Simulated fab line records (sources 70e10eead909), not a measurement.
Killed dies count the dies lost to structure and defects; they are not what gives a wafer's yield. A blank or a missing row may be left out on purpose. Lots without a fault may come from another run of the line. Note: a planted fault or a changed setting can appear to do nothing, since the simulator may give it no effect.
fab line records | flow nandHarc
[record] lots = 14 | wafers = 42 | lastDay = 33
route steps=1302 shown A_ZERO_WELL@401 A_ONON_D1@428 END@1302
lots untouched by any fault: they come from a run of this same line in which no faults occurred
startH: hours from the record's opening day to when the first of the lot's shown wafers began | waitH: how many hours have passed since the lot's step before this one | " identical to the entry in the row above | L1.1+2: a row that stands for several wafers | - no value, or no start was given | * or withheld: withheld | < > ~ a bound
route shown NAME@n: a module of which the file shows steps, and the number in the route of the first | usual: mean and standard deviation over wafers with no fault | same: alike in all rows | chamber/n: place in a boat | sites: each site's reading | _std_site: the values' standard deviation | _edge_site: the outer-site mean with the inner-site mean subtracted | radiusMm: how far each site lies from the wafer's centre | mask NAME#n: copy n | behind: the tool/chamber that last shaped the wafer | hold: reason for holding the lot/hours on hold/outcome of the hold | device: which transistor (n, p or np) failed to switch | end of line: at the end of the route, the tests of the same wafers | step lacking rows: just its recipe | killed: the dies lost at the first sort to structure and to defects; this is not the yield of the wafer | map: the dies of a wafer, with x for killed, . for not killed, _ for no die there
set.NAME: the setting as run; set.NAME@STEP: as run at that earlier step | model.NAME: the simulator's own value behind a step, which no gauge read
the route's steps for a sample of lots (tables are steps, rows are wafers)
services: when a tool's chamber went out of use (startH, in hours from the record's first day, below 0 if earlier), for how many hours, and the reason
[[steps]]
[step NHARC_A_ZERO_WELL_CD_MEAS_10]
[recipe] targetCdNm = 2000 | landingEnergyEv = 500
[usual] cdNm = 1998.6/1.9
lot.wafer | tool     | chamber | startH | waitH | cdNm
L852.3    | cdSem-03 | 0       | 136.46 | -     | 1995.6
L852.4    | "        | 0       | "      | "     | 1995.9
L852.5    | "        | 0       | "      | "     | 1996.5
L853.1    | cdSem-02 | 0       | 152.96 | -     | 1996.3
L853.2    | "        | 0       | "      | "     | 2001.1
L853.5    | "        | 0       | "      | "     | 1998.8
L854.2    | cdSem-02 | 0       | 155.37 | -     | 2001.5
L854.5    | "        | 0       | "      | "     | 1998.3
L854.6    | "        | 0       | "      | "     | 1997.7
L859.1    | cdSem-01 | 0       | 213.12 | -     | 1992.5
L859.4    | "        | 0       | "      | "     | 1992.4
L859.5    | "        | 0       | "      | "     | 1997.3
L861.1    | cdSem-01 | 0       | 232.42 | -     | 1997.6
L861.3    | "        | 0       | "      | "     | 2000.2
L861.6    | "        | 0       | "      | "     | 1998.2
L863.2    | cdSem-01 | 0       | 250.33 | -     | 1999.7
L863.3    | "        | 0       | "      | "     | 1999.5
L863.6    | "        | 0       | "      | "     | 1999.8
L867.1    | cdSem-02 | 0       | 289.38 | -     | 1998.4
L867.2    | "        | 0       | "      | "     | 1998.1
L867.4    | "        | 0       | "      | "     | 1997.9
L869.1    | cdSem-03 | 0       | 321.49 | -     | 1999.1
L869.4    | "        | 0       | "      | "     | 2001.1
L869.5    | "        | 0       | "      | "     | 1998.8
L870.1    | cdSem-02 | 0       | 326.79 | -     | 1997.4
L870.2    | "        | 0       | "      | "     | 1998.4
L870.3    | "        | 0       | "      | "     | 1997.6
L872.3    | cdSem-02 | 0       | 332.54 | -     | 1995.9
L872.5    | "        | 0       | "      | "     | 1998.9
L872.6    | "        | 0       | "      | "     | 1995.0
L871.1    | cdSem-03 | 0       | 333.24 | -     | 2002.5
L871.4    | "        | 0       | "      | "     | 2000.8
L871.5    | "        | 0       | "      | "     | 1998.8
L873.2    | cdSem-03 | 0       | 344.95 | -     | 1999.6
L873.4    | "        | 0       | "      | "     | 1997.1
L873.6    | "        | 0       | "      | "     | 2000.8
L875.1    | cdSem-02 | 0       | 361.17 | -     | 1999.3
L875.2    | "        | 0       | "      | "     | 1999.1
L875.6    | "        | 0       | "      | "     | 2002.0
L874.1    | cdSem-01 | 0       | 362.21 | -     | 1999.7
L874.2    | "        | 0       | "      | "     | 1998.6
L874.5    | "        | 0       | "      | "     | 1995.9
[step NHARC_A_ONON_D1_DEP_06]
[recipe] targetThkA = 10000 | n2FlowSccm = 2750 | n2oFlowSccm = 2000 | nh3FlowSccm = 500 | sih4FlowSccm = 210 | tempC = 400
[usual] sih4FlowSccm = 210.0/0.66
lot.wafer | tool         | chamber | startH | waitH | sih4FlowSccm
L852.3    | pecvdOnon-02 | 0       | 156.93 | 0.2   | 210.1
L852.4    | "            | 0       | "      | "     | 210.9
L852.5    | "            | 0       | "      | "     | 209.3
L853.1    | pecvdOnon-02 | 0       | 175.50 | 0.1   | 210.7
L853.2    | "            | 0       | "      | "     | 210.6
L853.5    | "            | 0       | "      | "     | 210.8
L854.2    | pecvdOnon-01 | 0       | 175.55 | 0.1   | 210.7
L854.5    | "            | 0       | "      | "     | 211.3
L854.6    | "            | 0       | "      | "     | 210.7
L859.1    | pecvdOnon-01 | 0       | 235.77 | 0.1   | 211.1
L859.4    | "            | 0       | "      | "     | 210.7
L859.5    | "            | 0       | "      | "     | 211.2
L861.1    | pecvdOnon-04 | 0       | 259.78 | 0.1   | 209.4
L861.3    | "            | 0       | "      | "     | 208.9
L861.6    | "            | 0       | "      | "     | 210.6
L863.2    | pecvdOnon-04 | 0       | 274.77 | 0.1   | 210.2
L863.3    | "            | 0       | "      | "     | 210.3
L863.6    | "            | 0       | "      | "     | 210.2
L867.1    | pecvdOnon-01 | 0       | 314.18 | 0.1   | 209.7
L867.2    | "            | 0       | "      | "     | 209.4
L867.4    | "            | 0       | "      | "     | 209.9
L869.1    | pecvdOnon-01 | 0       | 345.58 | 0.1   | 209.4
L869.4    | "            | 0       | "      | "     | 208.9
L869.5    | "            | 0       | "      | "     | 209.6
L870.1    | pecvdOnon-04 | 0       | 352.19 | 0.1   | 209.5
L870.2    | "            | 0       | "      | "     | 210.8
L870.3    | "            | 0       | "      | "     | 210.1
L871.1    | pecvdOnon-04 | 0       | 359.66 | 0.1   | 210.9
L871.4    | "            | 0       | "      | "     | 211.0
L871.5    | "            | 0       | "      | "     | 210.4
L872.3    | pecvdOnon-01 | 0       | 359.77 | 0.2   | 209.6
L872.5    | "            | 0       | "      | "     | 210.8
L872.6    | "            | 0       | "      | "     | 210.0
L873.2    | pecvdOnon-01 | 0       | 374.92 | 0.1   | 211.3
L873.4    | "            | 0       | "      | "     | 210.1
L873.6    | "            | 0       | "      | "     | 210.7
L875.1    | pecvdOnon-01 | 0       | 390.13 | 0.1   | 209.9
L875.2    | "            | 0       | "      | "     | 210.4
L875.6    | "            | 0       | "      | "     | 210.0
L874.1    | pecvdOnon-02 | 0       | 390.14 | 0.1   | 209.8
L874.2    | "            | 0       | "      | "     | 210.1
L874.5    | "            | 0       | "      | "     | 209.9
[step NHARC_A_ONON_D1_THK_MEAS_08]
[recipe] thkMeasGauge = ellipsometry
[usual] thkNm = 1002/8.5
lot.wafer | tool         | chamber | startH | waitH | hold                    | thkNm
L852.3    | filmMetro-01 | -       | 157.33 | -     | -                       | 986
L852.4    | "            | -       | "      | "     | -                       | 985
L852.5    | "            | -       | "      | "     | -                       | 985
L854.2    | filmMetro-02 | -       | 176.00 | -     | -                       | 1007
L854.5    | "            | -       | "      | "     | -                       | 1006
L854.6    | "            | -       | "      | "     | -                       | 1007
L853.1    | filmMetro-01 | -       | 176.02 | -     | -                       | 999
L853.2    | "            | -       | "      | "     | -                       | 998
L853.5    | "            | -       | "      | "     | -                       | 998
L859.1    | filmMetro-02 | -       | 236.29 | -     | -                       | 998
L859.4    | "            | -       | "      | "     | -                       | 1000
L859.5    | "            | -       | "      | "     | -                       | 1001
L861.1    | filmMetro-02 | -       | 260.30 | -     | awaitDispo/0.2h/release | 1210
L861.3    | "            | -       | "      | "     | awaitDispo/0.2h/release | 1208
L861.6    | "            | -       | "      | "     | awaitDispo/0.2h/release | 1209
L861.1    | filmMetro-02 | -       | 260.47 | 0.2   | -                       | 1208
L861.3    | "            | -       | "      | "     | -                       | 1208
L861.6    | "            | -       | "      | "     | -                       | 1206
L863.2    | filmMetro-01 | -       | 275.22 | -     | awaitDispo/0.2h/release | 1200
L863.3    | "            | -       | "      | "     | awaitDispo/0.2h/release | 1199
L863.6    | "            | -       | "      | "     | awaitDispo/0.2h/release | 1200
L863.2    | filmMetro-01 | -       | 275.39 | 0.2   | -                       | 1200
L863.3    | "            | -       | "      | "     | -                       | 1198
L863.6    | "            | -       | "      | "     | -                       | 1199
L867.1    | filmMetro-01 | -       | 314.69 | -     | -                       | 1003
L867.2    | "            | -       | "      | "     | -                       | 1004
L867.4    | "            | -       | "      | "     | -                       | 1005
L869.1    | filmMetro-01 | -       | 346.09 | -     | -                       | 1010
L869.4    | "            | -       | "      | "     | -                       | 1009
L869.5    | "            | -       | "      | "     | -                       | 1010
L870.1    | filmMetro-01 | -       | 352.70 | -     | -                       | 994
L870.2    | "            | -       | "      | "     | -                       | 994
L870.3    | "            | -       | "      | "     | -                       | 995
L872.3    | filmMetro-01 | -       | 360.16 | -     | -                       | 1007
L872.5    | "            | -       | "      | "     | -                       | 1005
L872.6    | "            | -       | "      | "     | -                       | 1007
L871.1    | filmMetro-01 | -       | 360.17 | -     | -                       | 991
L871.4    | "            | -       | "      | "     | -                       | 994
L871.5    | "            | -       | "      | "     | -                       | 992
L873.2    | filmMetro-01 | -       | 375.37 | -     | -                       | 1003
L873.4    | "            | -       | "      | "     | -                       | 1004
L873.6    | "            | -       | "      | "     | -                       | 1002
L875.1    | filmMetro-02 | -       | 390.65 | -     | -                       | 995
L875.2    | "            | -       | "      | "     | -                       | 994
L875.6    | "            | -       | "      | "     | -                       | 994
L874.1    | filmMetro-02 | -       | 390.66 | -     | -                       | 1020
L874.2    | "            | -       | "      | "     | -                       | 1020
L874.5    | "            | -       | "      | "     | -                       | 1018
[step NHARC_END_SORT_01]
[recipe] tempC = 25
[usual] killedAtArray = 57/20 | killedAtOther = 1.0/1.5 | killedAtPeriphery = 3.5/2.5 | killedDies = 62/21 | killedOpen = 3.5/1.9 | killedShort = 2.4/1.6
[same] grossDies = 677
lot.wafer | tool      | chamber | startH | waitH | killedAtArray | killedAtOther | killedAtPeriphery | killedDies | killedOpen | killedShort
L861.1    | prober-02 | 0       | 662.46 | 2.5   | 670           | 3             | 4                 | 677        | 2          | 4
L861.3    | prober-02 | 0       | 664.06 | 3.1   | 672           | 5             | 0                 | 677        | 1          | 3
L861.6    | prober-02 | 0       | 666.46 | 4.0   | 668           | 6             | 3                 | 677        | 1          | 1
L863.2    | prober-02 | 0       | 680.88 | 2.8   | 665           | 0             | 12                | 677        | 3          | 7
L863.3    | prober-02 | 0       | 681.69 | 3.1   | 674           | 0             | 3                 | 677        | 3          | 2
L863.6    | prober-02 | 0       | 684.11 | 4.0   | 676           | 0             | 1                 | 677        | 1          | 3
// killed by level:class
L861.1 A_ONON_D1:areaDep=588 A_SLIT:chamberFilmFlake=30 A_CHANNEL_HOLE_D1:chamberFilmFlake=28 A_CHANNEL_HOLE_D2:chamberFilmFlake=9 A_STAIRCASE:chamberFilmFlake=5 A_CONTACT:chamberFilmFlake=4 THIN_TSV:chamberFilmFlake=3 A_M0:geometricParticle:short=2
L861.3 A_ONON_D1:areaDep=580 A_CHANNEL_HOLE_D1:chamberFilmFlake=36 A_SLIT:chamberFilmFlake=34 A_CHANNEL_HOLE_D2:chamberFilmFlake=15 THIN_TSV:chamberFilmFlake=4 A_CONTACT:chamberFilmFlake=3 A_DECK1_JOINT:geometricParticle:short=1 A_CHANNEL_FILL_D2:geometricParticle:short=1
L861.6 A_ONON_D1:areaDep=593 A_CHANNEL_HOLE_D1:chamberFilmFlake=31 A_SLIT:chamberFilmFlake=26 A_CHANNEL_HOLE_D2:chamberFilmFlake=10 THIN_TSV:chamberFilmFlake=6 P_ZERO_WELL:chamberFilmFlake=3 A_STAIRCASE:chamberFilmFlake=3 A_CONTACT:chamberFilmFlake=2
L863.2 A_ONON_D1:areaDep=603 A_CHANNEL_HOLE_D1:chamberFilmFlake=26 A_CHANNEL_HOLE_D2:chamberFilmFlake=19 P_M2:chamberFilmFlake=6 A_STAIRCASE:chamberFilmFlake=4 A_ONON_D1:geometricParticle:short=3 A_WL_FILL:chamberFilmFlake=3 P_ZERO_WELL:geometricParticle:open=2
L863.3 A_ONON_D1:areaDep=612 A_CHANNEL_HOLE_D1:chamberFilmFlake=29 A_CHANNEL_HOLE_D2:chamberFilmFlake=22 A_STAIRCASE:chamberFilmFlake=4 P_STI:chamberFilmFlake=2 A_CHANNEL_HOLE_D1:geometricParticle:open=1 A_CHANNEL_FILL_D1:geometricParticle:short=1 A_CHANNEL_FILL_D1:geometricParticle:open=1
L863.6 A_ONON_D1:areaDep=606 A_CHANNEL_HOLE_D1:chamberFilmFlake=40 A_CHANNEL_HOLE_D2:chamberFilmFlake=20 A_ONON_D2:geometricParticle:short=3 A_M1:chamberFilmFlake=2 A_SOURCE_PLATE:geometricParticle:open=1 P_M2:chamberFilmFlake=1 A_DECK1_JOINT:chamberFilmFlake=1
[[services]]
tool         | chamber | startH | hours | kind
pecvdOnon-02 | -       | 185.28 | 13.0  | pm
pecvdOnon-01 | -       | 269.02 | 13.0  | pm
pecvdOnon-04 | -       | 311.14 | 13.0  | pm
pecvdOnon-02 | -       | 366.28 | 13.0  | pm
[[key]]
[firstSign] step = NHARC_A_ONON_D1_THK_MEAS_08 | reading = visit | direction = added
[effect] step = NHARC_A_ONON_D1_THK_MEAS_08 | reading = thkNm | direction = up | sigmas = 24 | usual = 1002 | struck = 1204
[effect] step = NHARC_END_SORT_01 | reading = killedAtArray | direction = up | sigmas = 30 | usual = 57 | struck = 671
[moreKillsBornAt] NHARC_A_ONON_D1_DEP_06@pecvdOnon-04 = 3582
metAt NHARC_A_ONON_D1_DEP_06
struckLots L861,L863
laterRowsLeftOut L861.1,L861.3,L861.6,L863.2,L863.3,L863.6
testerLeftOut L861,L863
notActingAt NHARC_A_ZERO_WELL_CD_MEAS_10
[fault] kind = processParameterDrift | tool = pecvdOnon-04 | chamber = - | onsetH = 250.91 | steps = NHARC_A_ONON_D1_DEP_06 | channel = targetThkA | offset = * | shape = step | endH = 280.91 | actsIn = * | stated = *
// testerLeftOut: of these lots the tester's yield and bins aren't shown, on N5 and GAA mostly nor the transistor test; their killed dies are dies lost to structure and defects alone, not to doping, threshold or leakage, so they don't give the yield
// laterRowsLeftOut: the simulator's readings of these wafers behind a module that went badly wrong aren't trusted and aren't shown, but for the sort
